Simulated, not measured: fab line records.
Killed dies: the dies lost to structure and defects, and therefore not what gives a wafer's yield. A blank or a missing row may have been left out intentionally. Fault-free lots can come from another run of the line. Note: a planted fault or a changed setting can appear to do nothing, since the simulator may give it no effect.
What tool caused it? || flow n5 finfet || 72 wafers from 24 lots sampled at 4 of the route's 1938 steps

WHAT THE GAUGES READ, wafer by wafer
N5_BEOL_M14_CD_MEAS_17: the cd target is 250 nm.
{"lot": "L076", "measured": "day 12 15:17", "on": "cd sem-02", "cd nm (nm)": "252.0 252.1 251.8"}
{"lot": "L074", "measured": "day 12 18:28", "on": "cd sem-02", "cd nm (nm)": "252.6 248.9 251.7"}
{"lot": "L077", "measured": "day 12 19:52", "on": "cd sem-02", "cd nm (nm)": "250.0 249.2 250.5"}
{"lot": "L075", "measured": "day 12 23:40", "on": "cd sem-03", "cd nm (nm)": "252.0 250.4 251.3"}
{"lot": "L078", "measured": "day 13 18:59", "on": "cd sem-02", "cd nm (nm)": "247.9 247.9 248.8"}
{"lot": "L080", "measured": "day 13 21:16", "on": "cd sem-03", "cd nm (nm)": "250.7 252.5 247.6"}
{"lot": "L079", "measured": "day 14 02:58", "on": "cd sem-01", "cd nm (nm)": "249.5 249.1 253.9"}
{"lot": "L081", "measured": "day 14 09:26", "on": "cd sem-02", "cd nm (nm)": "253.8 252.3 253.6"}
{"lot": "L082", "measured": "day 14 12:42", "on": "cd sem-02", "cd nm (nm)": "251.2 248.0 245.5"}
{"lot": "L083", "measured": "day 15 03:45", "on": "cd sem-02", "cd nm (nm)": "251.4 247.7 249.3"}
{"lot": "L084", "measured": "day 15 09:22", "on": "cd sem-02", "cd nm (nm)": "249.3 249.6 249.8"}
{"lot": "L085", "measured": "day 15 19:38", "on": "cd sem-02", "cd nm (nm)": "251.3 252.0 252.8"}
{"lot": "L087", "measured": "day 15 19:57", "on": "cd sem-02", "cd nm (nm)": "251.7 251.2 247.7"}
{"lot": "L086", "measured": "day 15 20:15", "on": "cd sem-02", "cd nm (nm)": "249.1 251.6 253.9"}
{"lot": "L091", "measured": "day 16 22:54", "on": "cd sem-01", "cd nm (nm)": "248.4 250.5 249.7"}
{"lot": "L089", "measured": "day 16 22:56", "on": "cd sem-01", "cd nm (nm)": "251.4 252.3 252.1"}
{"lot": "L092", "measured": "day 17 04:17", "on": "cd sem-01", "cd nm (nm)": "250.0 250.3 250.9"}
{"lot": "L090", "measured": "day 17 04:17", "on": "cd sem-03", "cd nm (nm)": "252.0 253.9 249.4"}
{"lot": "L088", "measured": "day 17 07:16", "on": "cd sem-03", "cd nm (nm)": "248.7 250.9 250.0"}
{"lot": "L094", "measured": "day 17 22:27", "on": "cd sem-02", "cd nm (nm)": "248.3 250.6 249.4"}
{"lot": "L093", "measured": "day 17 22:48", "on": "cd sem-01", "cd nm (nm)": "253.4 248.1 250.3"}
{"lot": "L095", "measured": "day 18 02:11", "on": "cd sem-01", "cd nm (nm)": "253.5 252.4 250.3"}
{"lot": "L097", "measured": "day 18 05:40", "on": "cd sem-01", "cd nm (nm)": "249.2 247.9 252.0"}
{"lot": "L096", "measured": "day 18 16:44", "on": "cd sem-03", "cd nm (nm)": "252.0 252.4 253.4"}

N5_BEOL_M14_RS_MEAS_54: measurement is done with a four-point probe.
{"lot": "L076", "measured": "day 12 21:12", "on": "film metro-02", "M14_RS (ohm/sq)": "0.0338 0.0336 0.0339"}
{"lot": "L074", "measured": "day 12 22:06", "on": "film metro-02", "M14_RS (ohm/sq)": "0.0331 0.0336 0.0330"}
{"lot": "L077", "measured": "day 13 01:03", "on": "film metro-01", "M14_RS (ohm/sq)": "0.0323 0.0334 0.0324"}
{"lot": "L075", "measured": "day 13 06:02", "on": "film metro-02", "M14_RS (ohm/sq)": "0.0333 0.0323 0.0325"}
{"lot": "L078", "measured": "day 14 01:12", "on": "film metro-02", "M14_RS (ohm/sq)": "0.0335 0.0333 0.0335"}
{"lot": "L080", "measured": "day 14 01:28", "on": "film metro-02", "M14_RS (ohm/sq)": "0.0335 0.0328 0.0332"}
{"lot": "L079", "measured": "day 14 10:17", "on": "film metro-01", "M14_RS (ohm/sq)": "0.0340 0.0332 0.0345"}
{"lot": "L081", "measured": "day 14 13:06", "on": "film metro-01", "M14_RS (ohm/sq)": "0.0337 0.0337 0.0336"}
{"lot": "L082", "measured": "day 14 16:22", "on": "film metro-02", "M14_RS (ohm/sq)": "0.0334 0.0332 0.0335"}
{"lot": "L083", "measured": "day 15 07:14", "on": "film metro-02", "M14_RS (ohm/sq)": "0.0340 0.0321 0.0324"}
{"lot": "L084", "measured": "day 15 17:06", "on": "film metro-01", "M14_RS (ohm/sq)": "0.0339 0.0335 0.0347"}
{"lot": "L085", "measured": "day 15 23:07", "on": "film metro-02", "M14_RS (ohm/sq)": "0.0336 0.0335 0.0335"}
{"lot": "L087", "measured": "day 15 23:15", "on": "film metro-02", "M14_RS (ohm/sq)": "0.0334 0.0333 0.0344"}
{"lot": "L086", "measured": "day 16 03:19", "on": "film metro-02", "M14_RS (ohm/sq)": "0.0334 0.0335 0.0338"}
{"lot": "L091", "measured": "day 17 02:10", "on": "film metro-01", "M14_RS (ohm/sq)": "0.0333 0.0327 0.0336"}
{"lot": "L089", "measured": "day 17 02:38", "on": "film metro-02", "M14_RS (ohm/sq)": "0.0331 0.0334 0.0332"}
{"lot": "L092", "measured": "day 17 09:34", "on": "film metro-01", "M14_RS (ohm/sq)": "0.0335 0.0338 0.0339"}
{"lot": "L090", "measured": "day 17 12:18", "on": "film metro-01", "M14_RS (ohm/sq)": "0.0324 0.0323 0.0323"}
{"lot": "L088", "measured": "day 17 15:22", "on": "film metro-02", "M14_RS (ohm/sq)": "0.0325 0.0325 0.0326"}
{"lot": "L094", "measured": "day 18 02:49", "on": "film metro-01", "M14_RS (ohm/sq)": "0.0334 0.0345 0.0337"}
{"lot": "L093", "measured": "day 18 03:21", "on": "film metro-01", "M14_RS (ohm/sq)": "0.0330 0.0324 0.0335"}
{"lot": "L095", "measured": "day 18 06:51", "on": "film metro-01", "M14_RS (ohm/sq)": "0.0321 0.0326 0.0319"}
{"lot": "L097", "measured": "day 18 11:49", "on": "film metro-02", "M14_RS (ohm/sq)": "0.0337 0.0321 0.0333"}
{"lot": "L096", "measured": "day 18 23:35", "on": "film metro-01", "M14_RS (ohm/sq)": "0.0327 0.0332 0.0328"}

TOOL THAT RAN EACH LOT (tool first, then ch and the chambers of the sampled wafers, then the start)
{"lot": "L076", "N5_BEOL_M14_ETCH_68": "rie diel-04 ch 0,3, day 12 15:55", "N5_BEOL_M14_SPUTTER_45": "pvd sputter-01, day 12 19:23"}
{"lot": "L074", "N5_BEOL_M14_ETCH_68": "rie diel-04 ch 0,1,3, day 12 19:11", "N5_BEOL_M14_SPUTTER_45": "pvd sputter-03, day 12 20:26"}
{"lot": "L077", "N5_BEOL_M14_ETCH_68": "rie diel-06 ch 0,2,3, day 12 20:35", "N5_BEOL_M14_SPUTTER_45": "pvd sputter-02, day 12 23:46"}
{"lot": "L075", "N5_BEOL_M14_ETCH_68": "rie diel-06 ch 0,2,3, day 13 00:23", "N5_BEOL_M14_SPUTTER_45": "pvd sputter-01, day 13 04:44"}
{"lot": "L078", "N5_BEOL_M14_ETCH_68": "rie diel-04 ch 0,3, day 13 19:48", "N5_BEOL_M14_SPUTTER_45": "pvd sputter-01, day 14 00:10"}
{"lot": "L080", "N5_BEOL_M14_ETCH_68": "rie diel-04 ch 0,1, day 13 21:59", "N5_BEOL_M14_SPUTTER_45": "pvd sputter-03, day 14 00:14"}
{"lot": "L079", "N5_BEOL_M14_ETCH_68": "rie diel-03 ch 1,2,3, day 14 03:46", "N5_BEOL_M14_SPUTTER_45": "pvd sputter-01, day 14 09:16"}
{"lot": "L081", "N5_BEOL_M14_ETCH_68": "rie diel-04 ch 0,2,3, day 14 10:09", "N5_BEOL_M14_SPUTTER_45": "pvd sputter-01, day 14 11:18"}
{"lot": "L082", "N5_BEOL_M14_ETCH_68": "rie diel-04 ch 1,3, day 14 13:25", "N5_BEOL_M14_SPUTTER_45": "pvd sputter-02, day 14 15:20"}
{"lot": "L083", "N5_BEOL_M14_ETCH_68": "rie diel-06 ch 0,1,2, day 15 04:56", "N5_BEOL_M14_SPUTTER_45": "pvd sputter-03, day 15 06:11"}
{"lot": "L084", "N5_BEOL_M14_ETCH_68": "rie diel-03 ch 1,2, day 15 10:05", "N5_BEOL_M14_SPUTTER_45": "pvd sputter-03, day 15 16:04"}
{"lot": "L085", "N5_BEOL_M14_ETCH_68": "rie diel-04 ch 0,1,2, day 15 20:19", "N5_BEOL_M14_SPUTTER_45": "pvd sputter-03, day 15 22:04"}
{"lot": "L087", "N5_BEOL_M14_ETCH_68": "rie diel-03 ch 0,1,2, day 15 20:40", "N5_BEOL_M14_SPUTTER_45": "pvd sputter-02, day 15 22:06"}
{"lot": "L086", "N5_BEOL_M14_ETCH_68": "rie diel-04 ch 0,1,2, day 15 20:59", "N5_BEOL_M14_SPUTTER_45": "pvd sputter-03, day 16 02:17"}
{"lot": "L091", "N5_BEOL_M14_ETCH_68": "rie diel-04 ch 1,3, day 16 23:37", "N5_BEOL_M14_SPUTTER_45": "pvd sputter-03, day 17 00:52"}
{"lot": "L089", "N5_BEOL_M14_ETCH_68": "rie diel-03 ch 0,1, day 16 23:40", "N5_BEOL_M14_SPUTTER_45": "pvd sputter-02, day 17 00:53"}
{"lot": "L092", "N5_BEOL_M14_ETCH_68": "rie diel-03 ch 0,3, day 17 05:07", "N5_BEOL_M14_SPUTTER_45": "pvd sputter-01, day 17 08:14"}
{"lot": "L090", "N5_BEOL_M14_ETCH_68": "rie diel-06 ch 1, day 17 05:14", "N5_BEOL_M14_SPUTTER_45": "pvd sputter-03, day 17 11:07"}
{"lot": "L088", "N5_BEOL_M14_ETCH_68": "rie diel-06 ch 1,3, day 17 07:51", "N5_BEOL_M14_SPUTTER_45": "pvd sputter-01, day 17 14:04"}
{"lot": "L094", "N5_BEOL_M14_ETCH_68": "rie diel-03 ch 0,1,2, day 17 23:20", "N5_BEOL_M14_SPUTTER_45": "pvd sputter-01, day 18 01:46"}
{"lot": "L093", "N5_BEOL_M14_ETCH_68": "rie diel-04 ch 0,1,3, day 17 23:45", "N5_BEOL_M14_SPUTTER_45": "pvd sputter-01, day 18 02:19"}
{"lot": "L095", "N5_BEOL_M14_ETCH_68": "rie diel-06 ch 2,3, day 18 03:28", "N5_BEOL_M14_SPUTTER_45": "pvd sputter-02, day 18 05:47"}
{"lot": "L097", "N5_BEOL_M14_ETCH_68": "rie diel-04 ch 0,2,3, day 18 06:16", "N5_BEOL_M14_SPUTTER_45": "pvd sputter-03, day 18 10:46"}
{"lot": "L096", "N5_BEOL_M14_ETCH_68": "rie diel-06 ch 0,3, day 18 17:25", "N5_BEOL_M14_SPUTTER_45": "pvd sputter-01, day 18 22:15"}
- N5_BEOL_M14_ETCH_68: etches SOC in N2/H2, time 450 s.
- N5_BEOL_M14_SPUTTER_45: material Cu, target thk 100 nm, time 16.67 s.

WHAT THE TOOLS THEMSELVES READ (means of the sampled wafers that have a number; where no wafer has one, the mark that the record gives instead)
N5_BEOL_M14_ETCH_68.
{"lot": "L076", "tool": "rie diel-04", "bias w (W)": 348.4, "drypump motor current A (A)": 5.3, "oes product au (a.u.)": 0.74, "rf vpp V (V)": 522.0, "showerhead plenum p Torr (Torr)": 2.46, "throttle valve pct (%)": 17.76}
{"lot": "L074", "tool": "rie diel-04", "bias w (W)": 349.5, "drypump motor current A (A)": 5.5, "oes product au (a.u.)": 0.73, "rf vpp V (V)": 522.0, "showerhead plenum p Torr (Torr)": 2.45, "throttle valve pct (%)": 17.63}
{"lot": "L077", "tool": "rie diel-06", "bias w (W)": 350.6, "drypump motor current A (A)": 5.2, "oes product au (a.u.)": 0.88, "rf vpp V (V)": 526.3, "showerhead plenum p Torr (Torr)": 2.61, "throttle valve pct (%)": 17.67}
{"lot": "L075", "tool": "rie diel-06", "bias w (W)": 350.6, "drypump motor current A (A)": 5.2, "oes product au (a.u.)": 0.87, "rf vpp V (V)": 526.3, "showerhead plenum p Torr (Torr)": 2.61, "throttle valve pct (%)": 17.68}
{"lot": "L078", "tool": "rie diel-04", "bias w (W)": 351.0, "drypump motor current A (A)": 5.5, "oes product au (a.u.)": 0.69, "rf vpp V (V)": 522.1, "showerhead plenum p Torr (Torr)": 2.48, "throttle valve pct (%)": 17.70}
{"lot": "L080", "tool": "rie diel-04", "bias w (W)": 350.5, "drypump motor current A (A)": 5.4, "oes product au (a.u.)": 0.73, "rf vpp V (V)": 520.6, "showerhead plenum p Torr (Torr)": 2.42, "throttle valve pct (%)": 17.61}
{"lot": "L079", "tool": "rie diel-03", "bias w (W)": 350.2, "drypump motor current A (A)": 5.9, "oes product au (a.u.)": 0.77, "rf vpp V (V)": 521.5, "showerhead plenum p Torr (Torr)": 2.47, "throttle valve pct (%)": 17.68}
{"lot": "L081", "tool": "rie diel-04", "bias w (W)": 348.6, "drypump motor current A (A)": 5.8, "oes product au (a.u.)": 0.80, "rf vpp V (V)": 522.5, "showerhead plenum p Torr (Torr)": 2.48, "throttle valve pct (%)": 17.77}
{"lot": "L082", "tool": "rie diel-04", "bias w (W)": 349.1, "drypump motor current A (A)": 5.8, "oes product au (a.u.)": 0.67, "rf vpp V (V)": 521.5, "showerhead plenum p Torr (Torr)": 2.47, "throttle valve pct (%)": 17.58}
{"lot": "L083", "tool": "rie diel-06", "bias w (W)": 350.0, "drypump motor current A (A)": 5.5, "oes product au (a.u.)": 0.84, "rf vpp V (V)": 526.4, "showerhead plenum p Torr (Torr)": 2.61, "throttle valve pct (%)": 17.68}
{"lot": "L084", "tool": "rie diel-03", "bias w (W)": 351.1, "drypump motor current A (A)": 6.1, "oes product au (a.u.)": 0.76, "rf vpp V (V)": 522.4, "showerhead plenum p Torr (Torr)": 2.50, "throttle valve pct (%)": 17.59}
{"lot": "L085", "tool": "rie diel-04", "bias w (W)": 350.3, "drypump motor current A (A)": 5.8, "oes product au (a.u.)": 0.79, "rf vpp V (V)": 520.2, "showerhead plenum p Torr (Torr)": 2.44, "throttle valve pct (%)": 17.76}
{"lot": "L087", "tool": "rie diel-03", "bias w (W)": 349.9, "drypump motor current A (A)": 5.7, "oes product au (a.u.)": 0.75, "rf vpp V (V)": 523.3, "showerhead plenum p Torr (Torr)": 2.53, "throttle valve pct (%)": 17.73}
{"lot": "L086", "tool": "rie diel-04", "bias w (W)": 349.5, "drypump motor current A (A)": 5.8, "oes product au (a.u.)": 0.79, "rf vpp V (V)": 521.2, "showerhead plenum p Torr (Torr)": 2.44, "throttle valve pct (%)": 17.76}
{"lot": "L091", "tool": "rie diel-04", "bias w (W)": 349.9, "drypump motor current A (A)": 5.7, "oes product au (a.u.)": 0.77, "rf vpp V (V)": 520.8, "showerhead plenum p Torr (Torr)": 2.43, "throttle valve pct (%)": 17.42}
{"lot": "L089", "tool": "rie diel-03", "bias w (W)": 350.3, "drypump motor current A (A)": 5.6, "oes product au (a.u.)": 0.73, "rf vpp V (V)": 525.5, "showerhead plenum p Torr (Torr)": 2.59, "throttle valve pct (%)": 17.69}
{"lot": "L092", "tool": "rie diel-03", "bias w (W)": 350.2, "drypump motor current A (A)": 5.4, "oes product au (a.u.)": 0.73, "rf vpp V (V)": 524.8, "showerhead plenum p Torr (Torr)": 2.56, "throttle valve pct (%)": 17.78}
{"lot": "L090", "tool": "rie diel-06", "bias w (W)": 350.7, "drypump motor current A (A)": 5.9, "oes product au (a.u.)": 0.79, "rf vpp V (V)": 527.3, "showerhead plenum p Torr (Torr)": 2.67, "throttle valve pct (%)": 17.74}
{"lot": "L088", "tool": "rie diel-06", "bias w (W)": 350.8, "drypump motor current A (A)": 5.6, "oes product au (a.u.)": 0.80, "rf vpp V (V)": 527.1, "showerhead plenum p Torr (Torr)": 2.66, "throttle valve pct (%)": 17.77}
{"lot": "L094", "tool": "rie diel-03", "bias w (W)": 349.8, "drypump motor current A (A)": 5.7, "oes product au (a.u.)": 0.73, "rf vpp V (V)": 523.4, "showerhead plenum p Torr (Torr)": 2.52, "throttle valve pct (%)": 17.75}
{"lot": "L093", "tool": "rie diel-04", "bias w (W)": 349.7, "drypump motor current A (A)": 5.5, "oes product au (a.u.)": 0.85, "rf vpp V (V)": 523.8, "showerhead plenum p Torr (Torr)": 2.54, "throttle valve pct (%)": 17.40}
{"lot": "L095", "tool": "rie diel-06", "bias w (W)": 349.4, "drypump motor current A (A)": 5.3, "oes product au (a.u.)": 0.82, "rf vpp V (V)": 525.6, "showerhead plenum p Torr (Torr)": 2.59, "throttle valve pct (%)": 17.65}
{"lot": "L097", "tool": "rie diel-04", "bias w (W)": 349.8, "drypump motor current A (A)": 5.8, "oes product au (a.u.)": 0.83, "rf vpp V (V)": 522.1, "showerhead plenum p Torr (Torr)": 2.46, "throttle valve pct (%)": 17.68}
{"lot": "L096", "tool": "rie diel-06", "bias w (W)": 350.7, "drypump motor current A (A)": 5.1, "oes product au (a.u.)": 0.81, "rf vpp V (V)": 527.0, "showerhead plenum p Torr (Torr)": 2.62, "throttle valve pct (%)": 17.84}

N5_BEOL_M14_SPUTTER_45.
{"lot": "L076", "tool": "pvd sputter-01", "throttle valve pct (%)": 31.1}
{"lot": "L074", "tool": "pvd sputter-03", "throttle valve pct (%)": 30.0}
{"lot": "L077", "tool": "pvd sputter-02", "throttle valve pct (%)": 29.0}
{"lot": "L075", "tool": "pvd sputter-01", "throttle valve pct (%)": 31.2}
{"lot": "L078", "tool": "pvd sputter-01", "throttle valve pct (%)": 31.1}
{"lot": "L080", "tool": "pvd sputter-03", "throttle valve pct (%)": 29.2}
{"lot": "L079", "tool": "pvd sputter-01", "throttle valve pct (%)": 31.5}
{"lot": "L081", "tool": "pvd sputter-01", "throttle valve pct (%)": 31.5}
{"lot": "L082", "tool": "pvd sputter-02", "throttle valve pct (%)": 29.0}
{"lot": "L083", "tool": "pvd sputter-03", "throttle valve pct (%)": 29.2}
{"lot": "L084", "tool": "pvd sputter-03", "throttle valve pct (%)": 29.9}
{"lot": "L085", "tool": "pvd sputter-03", "throttle valve pct (%)": 29.0}
{"lot": "L087", "tool": "pvd sputter-02", "throttle valve pct (%)": 29.4}
{"lot": "L086", "tool": "pvd sputter-03", "throttle valve pct (%)": 28.6}
{"lot": "L091", "tool": "pvd sputter-03", "throttle valve pct (%)": 29.7}
{"lot": "L089", "tool": "pvd sputter-02", "throttle valve pct (%)": 29.0}
{"lot": "L092", "tool": "pvd sputter-01", "throttle valve pct (%)": 31.5}
{"lot": "L090", "tool": "pvd sputter-03", "throttle valve pct (%)": 29.8}
{"lot": "L088", "tool": "pvd sputter-01", "throttle valve pct (%)": 31.5}
{"lot": "L094", "tool": "pvd sputter-01", "throttle valve pct (%)": 31.5}
{"lot": "L093", "tool": "pvd sputter-01", "throttle valve pct (%)": 31.4}
{"lot": "L095", "tool": "pvd sputter-02", "throttle valve pct (%)": 29.1}
{"lot": "L097", "tool": "pvd sputter-03", "throttle valve pct (%)": 29.2}
{"lot": "L096", "tool": "pvd sputter-01", "throttle valve pct (%)": 31.0}

THE ANSWER, worked out from the rows above alone
Rule: what is usual is taken from the lots themselves. The widest of any qualifying gaps counts: lots, ordered by their means at a reading, are off when they make up no more than a third of the lots, leave a main group of 4 or more, and stand apart from it by 3 or more times the standard deviation of that group's means. If all means in a main group match to the digits the tables above print for the reading, that group is not used. A lot without any number at a reading at which 4 lots or more have one is off too. Where the step has rows for the other lots, those lots are counted as sound. First the gauges in route order, then the tools' own readings, where a lot's mean is used as printed above. The first step at which some lot is off is used, and at that step the reading that is off furthest; a lot without a number counts as furthest.
No lot is off at any reading shown: from this, nothing can be told.

WHAT HAD BEEN PUT IN BY THE SIMULATOR
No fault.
